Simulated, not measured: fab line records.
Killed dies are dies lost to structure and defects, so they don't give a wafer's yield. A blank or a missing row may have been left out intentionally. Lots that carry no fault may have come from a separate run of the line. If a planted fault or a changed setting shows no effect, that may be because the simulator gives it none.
What tool caused it? / flow nand harc / 18 wafers sampled from 6 lots at 1 step of a route of 1302

== WHAT THE GAUGES SHOWED, per wafer ==
NHARC_A_CHANNEL_HOLE_D1_INSPECT_40.
lot=L819; measured=day 9 09:25; on=defect inspect-01; raw defect count=53 40 57
lot=L824; measured=day 10 23:17; on=defect inspect-02; raw defect count=28 43 20
lot=L825; measured=day 12 07:19; on=defect inspect-01; raw defect count=44 37 45
lot=L836; measured=day 16 09:17; on=defect inspect-01; raw defect count=88 60 56
lot=L839; measured=day 17 18:39; on=defect inspect-02; raw defect count=28 52 32
lot=L841; measured=day 18 07:51; on=defect inspect-02; raw defect count=73 83 92

== WHICH TOOL RAN EACH LOT (tool, then ch and the chambers of the sampled wafers, then the start) ==
Before these readings, the record contains no process step.

== THE ANSWER, worked out from the rows above alone ==
Rule: usual is defined by the lots themselves. Put in order of their means at a reading, lots are off if they are a third of the lots or fewer, leave a main group of 4 or more, and stand apart from it by a gap of 3 or more times the standard deviation of the main group's means; of several such gaps the widest counts. If all means in a main group match to the digits the tables above print for the reading, that group is not used. Also off: a lot with no number at a reading for which 4 or more lots have one. All remaining lots with rows at the step are treated as sound.
Nothing can be told from this: no lot is off at any reading shown.

== WHAT WAS PUT IN BY THE SIMULATOR ==
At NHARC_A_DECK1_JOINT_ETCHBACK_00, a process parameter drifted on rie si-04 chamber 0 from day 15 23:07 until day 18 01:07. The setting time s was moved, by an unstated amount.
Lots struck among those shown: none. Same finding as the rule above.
